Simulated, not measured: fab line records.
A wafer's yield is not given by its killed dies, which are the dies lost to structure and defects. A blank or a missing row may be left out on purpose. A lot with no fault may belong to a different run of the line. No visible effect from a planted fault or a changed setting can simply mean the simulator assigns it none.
Split-lot experiment + flow n5 finfet + 7 lots, 21 wafers read, on a route of 1938 steps

== SPLIT DETAILS ==
At N5_BEOL_M10_EXPOSE_08 (exposes mask M10), the setting dose mj was moved away from the recipe's 53.75 on 6 of the 21 wafers read, by +5.9% to +7.4%. The other wafers ran this setting at the recipe's value.

== FROM THE SPLIT TO THE READING: what the file shows between them, 18 steps ==
- N5_BEOL_M10_PEB_09: peb time 60 s
- N5_BEOL_M10_DEVELOP_10: develop time 30 s
- N5_BEOL_M10_CD_MEAS_11: target cd 64.1 nm
- N5_BEOL_M10_DESCUM_16: chemistry O2, time 7.9 s
- N5_BEOL_M10_ETCH_61: etches SiARC in CF4, target depth 39 nm, time 65 s
- N5_BEOL_M10_ETCH_62: etches SOC in N2/H2, target depth 110 nm, overetch 22 nm, time 165 s
- N5_BEOL_M10_STRIP_68: strips in N2/H2
- N5_BEOL_M10_STRIP_67: strips in CF4
- N5_BEOL_M10_HM_OPEN_17: chemistry Cl2/BCl3, target TiN, target depth 20 nm, overetch 6 nm
- N5_BEOL_M10_STRIP_19: strips in O2
- N5_BEOL_M10_CD_MEAS_18: pitch 140 nm, target cd 70 nm
- N5_BEOL_M10_COAT_63: time 60 s, resist thk 100 nm
- N5_BEOL_M10_COAT_64: time 60 s, resist thk 30 nm
- N5_BEOL_M10_STRIP_77: strips in N2/H2, time 10 s
- N5_BEOL_M10_HM_STRIP_39: strips TiN in peroxide tin strip, target depth 25 nm, time 158 s
- N5_BEOL_M10_SRD_40: time 30 s
- N5_BEOL_M10_PRECLEAN_42: cleans in residue remover, time 60 s
- N5_BEOL_M10_SRD_43: time 30 s

== THE READING ==
At N5_BEOL_M10_CD_MEAS_35: cd nm in nanometres, against a target cd of 70 nm. Typical for fault-free wafers on this fab line: 70.1 nm, with standard deviation 0.59 nm.

| wafer  | tool, chamber at the split | dose mj as run | against the recipe | cd nm, nm | against lot-mates on the recipe |
|--------|----------------------------|----------------|--------------------|-----------|---------------------------------|
| L078.2 | arfi scanner-01, 0         | 57.35          | +6.7%              | 74.9      | +5.4                            |
| L078.3 | arfi scanner-01, 0         | 53.75          | recipe             | 69.5      | -                               |
| L078.5 | arfi scanner-01, 0         | 57.35          | +6.7%              | 73.0      | +3.5                            |
| L080.4 | arfi scanner-02, 0         | 53.75          | recipe             | 70.9      | -                               |
| L080.5 | arfi scanner-02, 0         | 53.75          | recipe             | 70.1      | -                               |
| L080.6 | arfi scanner-02, 0         | 53.75          | recipe             | 70.6      | -                               |
| L076.1 | arfi scanner-01, 0         | 53.75          | recipe             | 70.3      | -                               |
| L076.3 | arfi scanner-01, 0         | 57.52          | +7.0%              | 74.2      | +3.9                            |
| L076.4 | arfi scanner-01, 0         | 57.52          | +7.0%              | 74.4      | +4.1                            |
| L091.1 | arfi scanner-02, 0         | 53.75          | recipe             | 70.8      | -                               |
| L091.3 | arfi scanner-02, 0         | 53.75          | recipe             | 69.9      | -                               |
| L091.4 | arfi scanner-02, 0         | 53.75          | recipe             | 70.3      | -                               |
| L090.3 | arfi scanner-01, 0         | 53.75          | recipe             | 70.3      | -                               |
| L090.4 | arfi scanner-01, 0         | 53.75          | recipe             | 70.6      | -                               |
| L090.5 | arfi scanner-01, 0         | 56.94          | +5.9%              | 73.7      | +3.3                            |
| L093.4 | arfi scanner-01, 0         | 53.75          | recipe             | 69.4      | -                               |
| L093.5 | arfi scanner-01, 0         | 57.75          | +7.4%              | 73.6      | +4.3                            |
| L093.6 | arfi scanner-01, 0         | 53.75          | recipe             | 69.1      | -                               |
| L095.1 | arfi scanner-02, 0         | 53.75          | recipe             | 69.2      | -                               |
| L095.4 | arfi scanner-02, 0         | 53.75          | recipe             | 70.6      | -                               |
| L095.5 | arfi scanner-02, 0         | 53.75          | recipe             | 70.3      | -                               |

FIT RESULTS
A straight line over all 21 wafers: cd nm changes by +0.562 nm for each +1% of dose mj; r = +0.95; the points scatter about the line by 0.62 nm.
The same after taking each lot's own level away (the mean of its wafers on the recipe; 21 wafers): +0.601 nm for each +1%; r = +0.97; scatter 0.48 nm.
On that fit, the largest move of dose mj shifts the reading by 4.5 nm.
The lots' own levels span 69.25 to 70.53 nm, that is 2.2 times the standard deviation above.
The two slopes are in agreement: the lot-to-lot level therefore moves the slope only a little.
Check: with one of the wafers moved furthest among these (+7.4%) left out of the fit, the line predicts +4.5 nm for it against its lot-mates. Against them it came out at +4.35 nm.

== THE WHOLE CHAIN: every reading that the file lists as answering this split, in the file's order ==
| step                   | what it does                                                         | reading                                                                | change (the file's fit)               | r (the file's) |
|------------------------|----------------------------------------------------------------------|------------------------------------------------------------------------|---------------------------------------|----------------|
| N5_BEOL_M10_CD_MEAS_11 | target cd 64.1 nm                                                    | cd nm                                                                  | +0.529 nm for each +1% of the setting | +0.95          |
| N5_BEOL_M10_ETCH_61    | etches SiARC in CF4, target depth 39 nm, time 65 s                   | BEOL_M10.cd offset nm (the simulator's own value, which no gauge read) | +0.592 nm for each +1% of the setting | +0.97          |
| N5_BEOL_M10_ETCH_62    | etches SOC in N2/H2, target depth 110 nm, overetch 22 nm, time 165 s | BEOL_M10.cd offset nm (the simulator's own value, which no gauge read) | +0.573 nm for each +1% of the setting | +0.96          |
| N5_BEOL_M10_HM_OPEN_17 | chemistry Cl2/BCl3, target TiN, target depth 20 nm, overetch 6 nm    | BEOL_M10.cd offset nm (the simulator's own value, which no gauge read) | +0.607 nm for each +1% of the setting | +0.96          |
| N5_BEOL_M10_CD_MEAS_18 | pitch 140 nm, target cd 70 nm                                        | cd nm                                                                  | +0.599 nm for each +1% of the setting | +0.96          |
| N5_BEOL_M10_CD_MEAS_35 | target cd 70 nm                                                      | cd nm                                                                  | +0.587 nm for each +1% of the setting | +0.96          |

== FILE'S OWN FIT ==
cd nm changes by +0.587 nm for each +1% of dose mj, r = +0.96.
